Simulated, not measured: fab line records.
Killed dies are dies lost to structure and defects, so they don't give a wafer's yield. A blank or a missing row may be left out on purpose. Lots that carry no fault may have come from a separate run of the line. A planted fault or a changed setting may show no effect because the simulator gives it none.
Chamber matching :: flow nandHarc :: rieDiel-11 running NHARC_A_STAIRCASE_TRIM_20: 4 sister chambers
The step chemistry O2, time 211.2 s. 14 wafers are shown with their chamber, then 7 later ones without.

## WAFERS WITH THEIR CHAMBER
wafer: L077.2
chamber: 3
drypumpMotorCurrentA (A): 5.4
oesProductAu (a.u.): 0.994
showerheadPlenumPTorr (Torr): 3.34

wafer: L077.4
chamber: 2
drypumpMotorCurrentA (A): 6.4
oesProductAu (a.u.): 0.997
showerheadPlenumPTorr (Torr): 3.28

wafer: L077.5
chamber: 0
drypumpMotorCurrentA (A): 5.5
oesProductAu (a.u.): 0.990
showerheadPlenumPTorr (Torr): 3.48

wafer: L079.1
chamber: 1
drypumpMotorCurrentA (A): 5.4
oesProductAu (a.u.): 1.011
showerheadPlenumPTorr (Torr): 3.63

wafer: L079.4
chamber: 3
drypumpMotorCurrentA (A): 5.4
oesProductAu (a.u.): 1.004
showerheadPlenumPTorr (Torr): 3.34

wafer: L079.5
chamber: 1
drypumpMotorCurrentA (A): 5.4
oesProductAu (a.u.): 1.006
showerheadPlenumPTorr (Torr): 3.63

wafer: L081.2
chamber: 1
drypumpMotorCurrentA (A): 5.4
oesProductAu (a.u.): 1.007
showerheadPlenumPTorr (Torr): 3.62

wafer: L081.3
chamber: 2
drypumpMotorCurrentA (A): 6.4
oesProductAu (a.u.): 1.002
showerheadPlenumPTorr (Torr): 3.27

wafer: L081.4
chamber: 3
drypumpMotorCurrentA (A): 5.4
oesProductAu (a.u.): 1.011
showerheadPlenumPTorr (Torr): 3.33

wafer: L084.2
chamber: 0
drypumpMotorCurrentA (A): 5.6
oesProductAu (a.u.): 0.992
showerheadPlenumPTorr (Torr): 3.47

wafer: L084.3
chamber: 2
drypumpMotorCurrentA (A): 6.4
oesProductAu (a.u.): 1.008
showerheadPlenumPTorr (Torr): 3.80

wafer: L084.6
chamber: 3
drypumpMotorCurrentA (A): 5.4
oesProductAu (a.u.): 1.002
showerheadPlenumPTorr (Torr): 3.33

wafer: L091.2
chamber: 0
drypumpMotorCurrentA (A): 5.5
oesProductAu (a.u.): 0.989
showerheadPlenumPTorr (Torr): 3.46

wafer: L091.4
chamber: 2
drypumpMotorCurrentA (A): 6.4
oesProductAu (a.u.): 0.988
showerheadPlenumPTorr (Torr): 3.79

SIGNATURES (averages over the wafers above)
reading: drypumpMotorCurrentA
chamber 0: 5.533
chamber 1: 5.400
chamber 2: 6.400
chamber 3: 5.400
scatter within a chamber: 0.0258

reading: oesProductAu
chamber 0: 0.99033
chamber 1: 1.00800
chamber 2: 0.99875
chamber 3: 1.00275
scatter within a chamber: 0.00617

reading: showerheadPlenumPTorr
chamber 0: 3.4700
chamber 1: 3.6267
chamber 2: 3.5350
chamber 3: 3.3350
scatter within a chamber: 0.165
Rule: a wafer lies at a distance from a chamber equal to the root of the sum of squares, over the readings, of (its reading less the chamber's mean, divided by the reading's scatter). The wafer belongs to the nearest chamber; if the next one is less than 2 further off, it can't be placed. The scatter: the root of (the sum of the squares of (reading less its chamber's mean) over the shown wafers, divided by (wafers less chambers)).

## WAFERS WHOSE CHAMBER IS MISSING
wafer: L091.5
drypumpMotorCurrentA (A): 5.4
oesProductAu (a.u.): 1.000
showerheadPlenumPTorr (Torr): 3.32

wafer: L095.1
drypumpMotorCurrentA (A): 5.5
oesProductAu (a.u.): 1.003
showerheadPlenumPTorr (Torr): 3.60

wafer: L095.3
drypumpMotorCurrentA (A): 5.6
oesProductAu (a.u.): 0.991
showerheadPlenumPTorr (Torr): 3.45

wafer: L095.4
drypumpMotorCurrentA (A): 6.4
oesProductAu (a.u.): 1.003
showerheadPlenumPTorr (Torr): 3.78

wafer: L096.2
drypumpMotorCurrentA (A): 5.4
oesProductAu (a.u.): 1.008
showerheadPlenumPTorr (Torr): 3.59

wafer: L096.4
drypumpMotorCurrentA (A): 6.4
oesProductAu (a.u.): 0.999
showerheadPlenumPTorr (Torr): 3.78

wafer: L096.6
drypumpMotorCurrentA (A): 5.4
oesProductAu (a.u.): 1.003
showerheadPlenumPTorr (Torr): 3.31

## THE CHAMBER EACH PASSED THROUGH
wafer: L091.5
from the rows above: can't be placed: 3 or 1
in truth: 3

wafer: L095.1
from the rows above: can't be placed: 0 or 1 or 3
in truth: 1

wafer: L095.3
from the rows above: 0
in truth: 0

wafer: L095.4
from the rows above: 2
in truth: 2

wafer: L096.2
from the rows above: can't be placed: 1 or 3
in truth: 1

wafer: L096.4
from the rows above: 2
in truth: 2

wafer: L096.6
from the rows above: can't be placed: 3 or 1
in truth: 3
Correctly placed: 3 of 7. From these rows, 4 cannot be placed; in 4 the true chamber is one of the candidates. Wrongly placed: 0.
